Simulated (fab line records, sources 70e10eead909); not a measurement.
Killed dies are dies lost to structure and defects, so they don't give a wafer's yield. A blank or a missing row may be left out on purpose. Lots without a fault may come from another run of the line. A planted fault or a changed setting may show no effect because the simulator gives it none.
fab line records | flow nand_harc
record lots=11 wafers=33 last_day=34
route steps=1302 shown A_CHANNEL_FILL_D1@509 A_DECK1_JOINT@518 A_ONON_D2@556 END@1302
lots that met no fault: from a run of the same line without faults
start_h: hours from the record's first day to the start of the lot's first wafer shown | wait_h: hours since the lot's step before | " the same as in the row above | L1.1+2: a row that stands for several wafers | - no value, or no start given | * or withheld: withheld | < > ~ a bound
route shown NAME@n: a module of which the file shows steps, and the number in the route of the first | usual: mean/standard deviation of fault-free wafers | same: alike in all rows | chamber/n: place in a boat | sites: the reading at each site | _std_site: their standard deviation | _edge_site: outer sites' mean less inner sites' | radius_mm: how far each site lies from the wafer's centre | mask NAME#n: copy n | behind: the tool/chamber that last shaped the wafer | hold: why the lot was held/for how many hours/how that ended | device: the transistor (n, p or np) that didn't switch | end of line: the same wafers' tests at the end of the route | a step without rows: its recipe alone | killed: dies lost to structure and defects at the first sort, not the wafer's yield | map: a wafer's dies, x killed, . not, _ none there
set.NAME: the setting as run; set.NAME@STEP: as run at that earlier step | model.NAME: the simulator's own value behind a step, which no gauge read
steps of the route over a sample of lots; a table a step, a row a wafer
services: from which hour (start_h, from the record's first day; less than 0 if before it) a tool's chamber was out of use, for how many hours, and why
## steps
# step NHARC_A_CHANNEL_FILL_D1_STRIP_29
# recipe time_s=20 o2_flow_sccm=500 ar_flow_sccm=0 bias_w=0 chemistry=O2
# usual drypump_motor_current_A=5.8/0.43 oes_product_au=0.999/0.012 rf_vpp_V=57.7/0.94 showerhead_plenum_p_Torr=3.51/0.16 throttle_valve_pct=17.039/0.0086
# columns lot.wafer tool chamber start_h wait_h drypump_motor_current_A oes_product_au rf_hours_counter_h rf_vpp_V showerhead_plenum_p_Torr throttle_valve_pct
L911.2 rie_diel-07 3 - - 5.3 0.997 6 57.3 3.31 17.026
L911.5 " 0 " " 5.4 0.997 - 56.1 3.36 17.032
L911.6 " 1 " " 6.4 0.992 - 59.4 3.79 17.023
L912.1 rie_diel-04 2 - - 5.3 0.982 3 57.5 3.37 17.062
L912.2 " 3 " " 5.5 0.984 4 57.2 3.40 17.032
L912.5 " 1 " " 5.6 0.985 - 58.7 3.36 17.050
L914.4 rie_diel-07 1 - - 6.5 0.995 7 58.9 3.79 17.034
L914.1 " 2 " " 5.7 1.015 7 58.7 3.54 17.044
L914.5 " 1 " " 6.4 1.000 - 58.2 3.79 17.042
L916.2 rie_diel-01 2 - - 5.3 0.994 4 56.7 3.45 17.037
L916.5 " 0 " " 5.8 1.006 - 57.7 3.37 17.042
L916.6 " 1 " " 5.9 0.995 - 56.8 3.61 17.049
L915.1 rie_diel-07 3 - - 5.3 0.994 9 56.9 3.30 17.059
L915.2 " 1 " " 6.4 1.006 9 58.1 3.78 17.036
L915.5 " 0 " " 5.4 1.006 - 57.0 3.35 17.031
L918.2 rie_diel-07 0 320.05 0.2 5.4 0.997 1 56.2 3.35 17.044
L918.1 " 1 " " 6.4 0.990 1 59.4 3.78 17.043
L918.4 " 2 " " 5.7 0.996 - 57.4 3.54 17.034
L927.1 rie_diel-04 0 - - 5.8 1.003 1 58.5 3.69 17.025
L927.3 " 2 " " 5.3 0.987 1 57.9 3.37 17.047
L927.5 " 3 " " 5.4 1.013 - 57.0 3.40 17.032
L930.4 rie_diel-04 3 - - 5.5 1.015 1 58.6 3.40 17.035
L930.1 " 1 " " 5.6 0.983 1 58.0 3.36 17.028
L930.6 " 3 " " 5.5 1.012 - 58.3 3.39 17.031
L929.4 rie_diel-01 0 - - 5.8 0.990 2 57.5 3.37 17.048
L929.3 " 1 " " 5.9 1.001 2 58.2 3.61 17.042
L929.6 " 0 " " 5.8 0.978 - 56.1 3.37 17.041
L932.1 rie_diel-01 2 - - 5.3 0.984 3 58.5 3.45 17.048
L932.4 " 3 " " 6.7 1.010 3 58.1 3.72 17.041
L932.5 " 1 " " 5.9 1.001 - 57.4 3.61 17.037
L933.3 rie_diel-07 0 - - 5.4 0.997 10 55.2 3.35 17.034
L933.2 " 2 " " 5.7 0.982 10 57.6 3.53 17.039
L933.5 " 1 " " 6.4 0.985 - 57.0 3.78 17.042
# step NHARC_A_CHANNEL_FILL_D1_CMP_10
# recipe target_thk_nm=150
# usual motor_current_A=11.7/1.1 slurry_filter_dp_kPa=13.52/0.13 time_to_endpoint_s=14.8/2.2
# columns lot.wafer tool chamber start_h wait_h motor_current_A slurry_filter_dp_kPa time_to_endpoint_s
L911.2 cmp-04 3 240.71 0.4 11.6 13.25 13.4
L911.6 " 1 " " 11.6 13.30 13.9
L911.5 " 2 " " 10.8 13.70 15.5
L912.1 cmp-04 0 248.91 0.4 13.4 13.54 13.5
L912.2 " 1 " " 11.5 13.64 11.4
L912.5 " 3 " " 11.9 13.28 11.8
L914.1 cmp-04 3 257.51 0.4 11.9 13.60 13.8
L914.4 " 0 " " 12.5 13.52 13.6
L914.5 " 2 " " 10.8 13.61 13.6
L915.1 cmp-03 3 289.87 0.4 12.1 13.55 17.0
L915.2 " 0 " " 11.3 13.49 17.2
L915.5 " 1 " " 9.5 13.35 14.4
L916.2 cmp-04 2 289.87 0.4 10.7 13.49 14.7
L916.6 " 0 " " 12.0 13.66 15.4
L916.5 " 1 " " 11.6 13.53 11.5
L918.4 cmp-02 1 325.81 0.4 15.0 13.47 11.7
L918.2 " 2 " " 12.2 13.38 19.1
L918.1 " 0 " " 12.1 13.51 15.4
L927.1 cmp-03 0 412.46 0.4 11.2 13.57 12.3
L927.3 " 3 " " 11.8 13.59 13.6
L927.5 " 0 " " 11.8 13.77 10.9
L929.3 cmp-02 3 422.37 0.4 11.9 13.43 15.6
L929.4 " 2 " " 12.5 13.59 17.5
L929.6 " 0 " " 12.2 13.40 16.8
L930.4 cmp-03 1 422.37 0.4 9.1 13.57 13.2
L930.1 " 0 " " 10.8 13.33 17.6
L930.6 " 2 " " 11.1 13.41 18.7
L932.1 cmp-03 2 453.08 0.4 11.4 13.38 18.7
L932.4 " 0 " " 11.8 13.48 16.6
L932.5 " 2 " " 11.7 13.48 17.9
L933.3 cmp-02 1 463.78 0.4 13.6 13.38 8.2
L933.2 " 0 " " 12.7 13.42 12.9
L933.5 " 2 " " 12.6 13.59 13.7
# step NHARC_A_DECK1_JOINT_ETCHBACK_07
# recipe target_depth_a=1050 time_s=26.9 hbr_flow_sccm=150 rf_w=350 icp_w=350 bias_w=60 chemistry=HBr
# usual drypump_motor_current_A=5.8/0.55 hbr_flow_sccm=150.0/0.42 oes_product_au=0.998/0.0097 throttle_valve_pct=23.267/0.0094
# columns lot.wafer tool chamber start_h wait_h drypump_motor_current_A hbr_flow_sccm oes_product_au rf_hours_counter_h throttle_valve_pct
L911.2 rie_si-06 3 241.15 0.1 5.0 149.5 0.993 1.2 23.272
L911.6 " 3 " " 5.1 150.0 1.005 - 23.268
L911.5 " 1 " " 6.5 149.9 0.999 - 23.256
L912.2 rie_si-01 3 249.38 0.1 6.3 150.0 0.985 0.3 23.273
L912.1 " 0 " " 6.4 150.4 0.994 0.2 23.236
L912.5 " 2 " " 6.0 149.3 0.993 - 23.269
L914.1 rie_si-05 0 257.96 0.1 5.8 150.1 1.001 0.8 23.260
L914.4 " 0 " " 5.7 150.5 0.999 - 23.270
L914.5 " 2 " " 6.0 150.1 0.996 - 23.259
L915.2 rie_si-01 3 290.31 0.1 6.3 149.8 0.973 0.6 23.274
L915.1 " 0 " " 6.4 150.6 0.996 0.5 23.272
L915.5 " 3 " " 6.3 150.5 0.994 - 23.279
L916.2 rie_si-06 0 290.34 0.1 6.3 149.7 0.985 0.2 23.277
L916.6 " 1 " " 6.5 150.0 0.990 - 23.270
L916.5 " 2 " " 4.7 150.3 0.988 - 23.270
L918.2 rie_si-01 2 326.28 0.1 6.0 149.9 1.005 0.8 23.263
L918.4 " 3 " " 6.3 150.1 0.987 0.8 23.267
L918.1 " 0 " " 6.4 150.9 0.995 0.7 23.258
L927.3 rie_si-06 0 412.93 0.1 6.2 149.7 1.001 1.1 23.277
L927.1 " 2 " " 4.8 149.2 1.010 1.1 23.265
L927.5 " 1 " " 6.5 150.2 0.988 - 23.275
L929.4 rie_si-05 0 422.85 0.1 5.8 150.4 0.988 0.7 23.253
L929.3 " 2 " " 6.0 149.8 0.996 0.8 23.274
L929.6 " 1 " " 6.0 150.3 1.006 - 23.259
L930.1 rie_si-06 0 422.87 0.1 6.3 150.7 1.005 1.1 23.267
L930.4 " 1 " " 6.5 149.8 0.993 1.1 23.263
L930.6 " 2 " " 4.8 149.9 0.995 - 23.286
L932.4 rie_si-06 3 453.55 0.1 5.0 150.4 1.006 0.1 23.253
L932.1 " 1 " " 6.5 149.5 0.998 0.1 23.271
L932.5 " 0 " " 6.3 150.4 0.997 - 23.264
L933.3 rie_si-05 3 464.25 0.1 5.2 149.3 0.994 1.1 23.274
L933.2 " 1 " " 6.0 149.9 1.004 1.2 23.257
L933.5 " 3 " " 5.2 149.7 0.994 - 23.277
# step NHARC_A_ONON_D2_DEP_16
# recipe target_thk_a=10000 n2_flow_sccm=2750 n2o_flow_sccm=2000 nh3_flow_sccm=500 sih4_flow_sccm=210 temp_c=400
# columns lot.wafer tool chamber start_h wait_h
L911.2+5+6 pecvd_onon-03 0 288.27 0.4
L912.1+2+5 pecvd_onon-03 0 293.25 0.4
L914.1+4+5 pecvd_onon-02 0 303.27 0.4
L915.1+2+5 pecvd_onon-02 0 335.78 0.4
L916.2+5+6 pecvd_onon-03 0 335.83 0.4
L918.1+2+4 pecvd_onon-03 0 368.66 0.4
L927.1+3+5 pecvd_onon-03 0 452.93 0.4
L930.1+4+6 pecvd_onon-01 0 464.03 0.4
L929.3+4+6 pecvd_onon-03 0 464.14 0.5
L932.1+4+5 pecvd_onon-01 0 497.84 0.4
L933.2+3+5 pecvd_onon-02 0 519.45 0.4
# step NHARC_A_ONON_D2_THK_MEAS_18
# recipe thk_meas_gauge=ellipsometry
# usual thk_nm=1002/11
# columns lot.wafer tool chamber start_h wait_h hold thk_nm
L911.2 film_metro-01 - 288.73 - - 1026
L911.5 " - " " - 1026
L911.6 " - " " - 1028
L912.1 film_metro-01 - 293.75 - - 994
L912.2 " - " " - 995
L912.5 " - " " - 993
L914.1 film_metro-01 - 303.81 - - 1010
L914.4 " - " " - 1008
L914.5 " - " " - 1009
L915.1 film_metro-02 - 336.29 - - 1003
L915.2 " - " " - 1002
L915.5 " - " " - 1001
L916.2 film_metro-01 - 336.29 - - 1001
L916.5 " - " " - 1003
L916.6 " - " " - 1001
L918.1 film_metro-01 - 369.16 - - 982
L918.2 " - " " - 979
L918.4 " - " " - 981
L927.1 film_metro-02 - 453.44 - await_dispo/0.2h/release 651
L927.3 " - " " await_dispo/0.2h/release 650
L927.5 " - " " await_dispo/0.2h/release 653
L927.1 film_metro-02 - 453.61 0.2 - 652
L927.3 " - " " - 652
L927.5 " - " " - 651
L929.3 film_metro-02 - 464.53 - await_dispo/0.2h/release 635
L929.4 " - " " await_dispo/0.2h/release 634
L929.6 " - " " await_dispo/0.2h/release 634
L929.3 film_metro-02 - 464.70 0.2 - 636
L929.4 " - " " - 634
L929.6 " - " " - 634
L930.1 film_metro-01 - 464.54 - - 1020
L930.4 " - " " - 1022
L930.6 " - " " - 1021
L932.1 film_metro-02 - 498.36 - - 988
L932.4 " - " " - 987
L932.5 " - " " - 987
L933.2 film_metro-01 - 519.91 - - 988
L933.3 " - " " - 988
L933.5 " - " " - 989
# step NHARC_END_SORT_01
# recipe temp_c=25
# usual killed_at_array=53/18 killed_at_other=0.8/1.1 killed_at_periphery=4.1/2.7 killed_dies=58/18 killed_open=3.1/1.7 killed_short=2.7/1.7
# same gross_dies=677
# columns lot.wafer tool chamber start_h wait_h hold killed_at_array killed_at_other killed_at_periphery killed_dies killed_open killed_short
L927.1 prober-01 0 733.41 2.5 await_dispo/3.9h/scrap 676 0 1 677 4 4
L927.3 prober-01 0 735.01 3.1 await_dispo/3.9h/scrap 673 1 3 677 4 5
L927.5 prober-01 0 736.61 3.7 await_dispo/3.9h/scrap 675 0 2 677 4 2
L930.1 prober-01 0 752.87 2.5 - 89 1 5 95 1 0
L930.4 prober-01 0 755.23 3.4 - 71 0 1 72 4 2
L930.6 prober-01 0 756.81 3.9 - 70 0 4 74 3 1
L929.3 prober-01 0 763.94 3.1 await_dispo/2.2h/scrap 674 0 3 677 4 1
L929.4 prober-01 0 764.75 3.4 await_dispo/2.2h/scrap 672 0 5 677 3 3
L929.6 prober-01 0 766.36 4.0 await_dispo/2.2h/scrap 674 1 2 677 3 5
L932.1 prober-02 0 770.83 2.5 - 51 3 1 55 2 2
L932.4 prober-02 0 773.18 3.4 - 46 2 4 52 5 4
L932.5 prober-02 0 773.96 3.6 - 45 3 3 51 2 3
L933.2 prober-01 0 805.75 2.8 - 35 0 1 36 2 4
L933.3 prober-01 0 806.55 3.1 - 44 0 10 54 4 6
L933.5 prober-01 0 808.15 3.7 - 39 0 6 45 3 2
# killed by level:class
L927.1 A_ONON_D2:area_dep=616 A_SLIT:chamber_film_flake=15 A_CHANNEL_HOLE_D1:chamber_film_flake=14 A_CHANNEL_HOLE_D2:chamber_film_flake=13 A_STAIRCASE:chamber_film_flake=3 A_CONTACT:chamber_film_flake=3 A_CHANNEL_FILL_D1:geometric_particle:short=2 A_DECK1_JOINT:geometric_particle:open=2
L927.3 A_ONON_D2:area_dep=580 A_CHANNEL_HOLE_D1:chamber_film_flake=31 A_SLIT:chamber_film_flake=30 A_CHANNEL_HOLE_D2:chamber_film_flake=17 A_STAIRCASE:chamber_film_flake=4 A_CONTACT:chamber_film_flake=4 A_CHANNEL_FILL_D2:geometric_particle:short=2 P_GATE:geometric_particle:short=1
L927.5 A_ONON_D2:area_dep=603 A_SLIT:chamber_film_flake=22 A_CHANNEL_HOLE_D2:chamber_film_flake=16 A_CHANNEL_HOLE_D1:chamber_film_flake=15 A_CONTACT:chamber_film_flake=5 A_WL_FILL:chamber_film_flake=4 A_STAIRCASE:chamber_film_flake=3 A_CHANNEL_FILL_D2:geometric_particle:open=2
L930.1 A_CHANNEL_HOLE_D1:chamber_film_flake=36 A_SLIT:chamber_film_flake=25 A_CHANNEL_HOLE_D2:chamber_film_flake=19 A_CONTACT:chamber_film_flake=4 P_GATE:chamber_film_flake=3 A_STAIRCASE:chamber_film_flake=3 P_ZERO_WELL:chamber_film_flake=2 A_M0:geometric_particle:open=1
L930.4 A_SLIT:chamber_film_flake=33 A_CHANNEL_HOLE_D2:chamber_film_flake=16 A_CHANNEL_HOLE_D1:chamber_film_flake=9 A_STAIRCASE:chamber_film_flake=2 A_CHANNEL_FILL_D2:chamber_film_flake=2 A_CHANNEL_FILL_D1:geometric_particle:open=1 A_ONON_D2:geometric_particle:open=1 A_CHANNEL_FILL_D2:geometric_particle:short=1
L930.6 A_SLIT:chamber_film_flake=35 A_CHANNEL_HOLE_D2:chamber_film_flake=17 A_CHANNEL_HOLE_D1:chamber_film_flake=13 P_GATE:chamber_film_flake=2 A_CHANNEL_FILL_D2:geometric_particle:short=1 A_SGD_CUT:geometric_particle:open=1 A_BLC:geometric_particle:open=1 A_M0:geometric_particle:open=1
L929.3 A_ONON_D2:area_dep=637 A_CHANNEL_HOLE_D1:chamber_film_flake=13 A_SLIT:chamber_film_flake=7 A_STAIRCASE:chamber_film_flake=4 A_ZERO_WELL:chamber_film_flake=3 A_CHANNEL_HOLE_D2:chamber_film_flake=3 A_CONTACT:chamber_film_flake=3 P_STI:geometric_particle:open=1
L929.4 A_ONON_D2:area_dep=643 A_CHANNEL_HOLE_D1:chamber_film_flake=10 A_SLIT:chamber_film_flake=6 A_CONTACT:chamber_film_flake=5 A_STAIRCASE:chamber_film_flake=2 P_M0:geometric_particle:short=1 P_M2:geometric_particle:open=1 A_DECK1_JOINT:geometric_particle:short=1
L929.6 A_ONON_D2:area_dep=639 A_CHANNEL_HOLE_D1:chamber_film_flake=8 A_CONTACT:chamber_film_flake=7 A_SLIT:chamber_film_flake=7 A_STAIRCASE:chamber_film_flake=6 P_GATE:geometric_particle:short=1 P_M1:geometric_particle:open=1 A_ONON_D1:geometric_particle:short=1
L932.1 A_SLIT:chamber_film_flake=34 A_CONTACT:chamber_film_flake=6 A_CHANNEL_HOLE_D1:chamber_film_flake=2 A_DECK1_JOINT:chamber_film_flake=2 THIN_TSV:chamber_film_flake=2 A_ONON_D2:geometric_particle:short=1 A_CHANNEL_FILL_D2:geometric_particle:open=1 A_CONTACT:geometric_particle:open=1
L932.4 A_SLIT:chamber_film_flake=21 A_CONTACT:chamber_film_flake=9 A_DECK1_JOINT:geometric_particle:open=2 P_M2:chamber_film_flake=2 A_CHANNEL_HOLE_D1:chamber_film_flake=2 A_STAIRCASE:chamber_film_flake=2 A_CHANNEL_HOLE_D1:geometric_particle:open=1 A_CHANNEL_FILL_D1:geometric_particle:open=1
L932.5 A_SLIT:chamber_film_flake=30 A_CONTACT:chamber_film_flake=8 A_CHANNEL_HOLE_D1:chamber_film_flake=2 THIN_TSV:chamber_film_flake=2 P_M0:geometric_particle:open=1 A_DECK1_JOINT:geometric_particle:short=1 A_ONON_D2:geometric_particle:short=1 A_M0:geometric_particle:open=1
L933.2 A_CHANNEL_HOLE_D1:chamber_film_flake=15 A_STAIRCASE:chamber_film_flake=6 A_SLIT:chamber_film_flake=6 A_DECK1_JOINT:geometric_particle:short=2 A_CHANNEL_HOLE_D2:geometric_particle:short=1 A_CHANNEL_FILL_D2:geometric_particle:open=1 A_CHANNEL_FILL_D2:geometric_particle:short=1 A_M0:geometric_particle:open=1
L933.3 A_CHANNEL_HOLE_D1:chamber_film_flake=14 A_SLIT:chamber_film_flake=8 P_GATE:chamber_film_flake=7 A_STAIRCASE:chamber_film_flake=6 A_CONTACT:chamber_film_flake=5 A_ONON_D1:geometric_particle:short=2 A_M0:geometric_particle:open=2 P_M1:geometric_particle:short=1
L933.5 A_CHANNEL_HOLE_D1:chamber_film_flake=19 A_SLIT:chamber_film_flake=5 P_GATE:chamber_film_flake=4 A_CONTACT:chamber_film_flake=4 A_CHANNEL_HOLE_D2:chamber_film_flake=2 A_STAIRCASE:chamber_film_flake=2 A_WL_FILL:chamber_film_flake=2 P_CONTACT:geometric_particle:open=1
## services
# columns tool chamber start_h hours kind
cmp-03 - 219.67 0.4 repair
pecvd_onon-03 - 227.00 13.0 pm
rie_si-06 0 239.58 6.5 repair
rie_diel-07 - 245.14 1.2 repair
rie_si-06 - 249.00 9.0 pm
rie_diel-07 3 258.78 8.9 repair
cmp-03 - 260.00 4.0 pm
cmp-03 - 269.42 0.6 repair
cmp-04 - 273.50 1.3 repair
rie_diel-07 - 294.21 9.0 pm
cmp-03 - 296.70 0.9 repair
cmp-04 - 307.02 4.0 pm
rie_diel-07 3 315.48 13.7 repair
rie_si-06 1 333.64 7.8 repair
rie_si-06 2 341.75 1.6 repair
rie_si-06 3 348.92 4.2 repair
rie_diel-07 - 367.81 0.8 repair
rie_diel-07 0 378.78 7.4 repair
rie_diel-07 1 403.78 4.8 repair
pecvd_onon-03 - 408.00 13.0 pm
rie_si-06 - 426.00 9.0 pm
rie_si-06 2 460.48 12.1 repair
rie_diel-07 - 471.21 9.0 pm
rie_diel-07 2 515.16 6.4 repair
## key
first_sign step=NHARC_A_ONON_D2_THK_MEAS_18 reading=visit direction=added
effect step=NHARC_A_ONON_D2_THK_MEAS_18 reading=thk_nm direction=down sigmas=34 usual=1002 struck=643
effect step=NHARC_END_SORT_01 reading=killed_dies direction=up sigmas=34 usual=58 struck=677
more_kills_born_at NHARC_A_ONON_D2_DEP_16@pecvd_onon-03=3718
met_at NHARC_A_ONON_D2_DEP_16
struck_lots L927,L929
struck_wafers L927.1,L927.3,L927.5,L929.3,L929.4,L929.6
later_rows_left_out L927.1,L927.3,L927.5,L929.3,L929.4,L929.6
tester_left_out L927,L929
not_acting_at NHARC_A_CHANNEL_FILL_D1_STRIP_29,NHARC_A_CHANNEL_FILL_D1_CMP_10,NHARC_A_DECK1_JOINT_ETCHBACK_07
onset_between 368.66 452.93
fault kind=process_parameter_drift tool=pecvd_onon-03 chamber=0 onset_h=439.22 steps=NHARC_A_ONON_D2_DEP_16 channel=target_thk_a offset=* shape=step end_h=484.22 acts_in=* stated=*
# tester_left_out: of these lots the tester's yield and bins aren't shown, on N5 and GAA mostly nor the transistor test; their killed dies are dies lost to structure and defects alone, not to doping, threshold or leakage, so they don't give the yield
# later_rows_left_out: the simulator's readings of these wafers behind a module that went badly wrong aren't trusted and aren't shown, but for the sort
